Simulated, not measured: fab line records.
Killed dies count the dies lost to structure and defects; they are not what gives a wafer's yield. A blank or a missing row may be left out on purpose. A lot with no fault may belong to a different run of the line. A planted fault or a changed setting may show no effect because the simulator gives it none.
One fault seen from 2 desks -- flow n5 finfet -- what lay behind the numbers comes last; until then each desk has only its own

== THE METROLOGY DESK ==
What the gauges read for every lot (on any tool): the sampled wafers with a number, averaged. Marked OUT: a lot whose mean sits more than 4 standard deviations from the usual mean, which makes it out of limits; the brackets give that distance. 7 of its 12 readings are shown, namely those furthest out on some lot.
Columns: A = cd nm at N5_DUMMY_GATE_CD_MEAS_50, usual 13.98 nm; B = DIBL_N at N5_BEOL_M4_RC_MEAS_101, usual 36.4 mV/V; C = DIBL_P at N5_BEOL_M4_RC_MEAS_101, usual 36.4 mV/V; D = IOFF_N at N5_BEOL_M4_RC_MEAS_101, usual 0.164 nA/um; E = ION_N at N5_BEOL_M4_RC_MEAS_101, usual 675 uA/um; F = SS_N at N5_BEOL_M4_RC_MEAS_101, usual 71.5 mV/dec; G = VT_N at N5_BEOL_M4_RC_MEAS_101, usual 249.2 mV
lot,first seen here,A,B,C,D,E,F,G
L631,day 2 22:09,13.79,37.2,36.4,0.150,671,71.5,249.4
L636,day 4 06:05,13.87,38.5,35.9,0.188,688,71.9,247.8
L643,day 5 22:24,13.88,34.8,35.3,0.134,666,71.5,251.6
L645,day 6 11:07,13.82,37.1,39.2,0.187,678,71.8,249.0
L647,day 6 22:13,13.84,35.4,35.2,0.159,681,70.5,248.5
L648,day 7 08:54,13.64,37.2,37.6,0.204,688,72.2,244.7
L654,day 8 16:46,13.89,37.5,36.2,0.177,678,71.4,248.1
Result from this desk: across the 7 lots, nothing is out of limits.

== TOOL OWNER'S DESK, rie si-05 ==
The tool's own readings at N5_DUMMY_GATE_ETCH_23 (etches poly-Si in HBr/Cl2/O2, target depth 41 nm, time 22.3 s): means of the sampled wafers that have a number, for each lot that ran on this tool. Marked OUT: a lot whose mean sits more than 4 standard deviations from the usual mean, which makes it out of limits; the brackets give that distance.
Columns: A = drypump motor current A at N5_DUMMY_GATE_ETCH_23, usual 5.5 A; B = oes product au at N5_DUMMY_GATE_ETCH_23, usual 1.004 a.u.; C = throttle valve pct at N5_DUMMY_GATE_ETCH_23, usual 37.14 %
lot,first seen here,A,B,C
L636,day 4 06:25,5.4,1.013,37.31
L643,day 5 22:44,5.7,0.891 (-5.9) OUT,37.16
L645,day 6 11:53,5.5,0.890 (-6.0) OUT,37.27
L648,day 7 09:14,5.0,0.771 (-12) OUT,37.25
This desk's finding: out of limits on L643, L645, L648; first on L643, day 5 22:44 (oes product au at N5_DUMMY_GATE_ETCH_23). Within limits: L636.

== ALL TOGETHER ==
At day 5 22:44, on L643, L645, L648, the tool owner's desk was in a position to raise an alarm.
From the metrology desk's view, nothing was out of limits.
The metrology desk has L643, L645, L648 on record, within its limits.
Of the lots named, all ran N5_DUMMY_GATE_ETCH_23 on rie si-05.

== WHAT THE SIMULATOR HAD INSERTED ==
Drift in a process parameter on rie si-05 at N5_DUMMY_GATE_ETCH_23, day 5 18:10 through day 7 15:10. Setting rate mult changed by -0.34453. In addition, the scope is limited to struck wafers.
Struck lots among those shown: L643, L645, L648.
Each desk's first reading out of limits, in hours after the fault started: the tool owner's desk, 5.
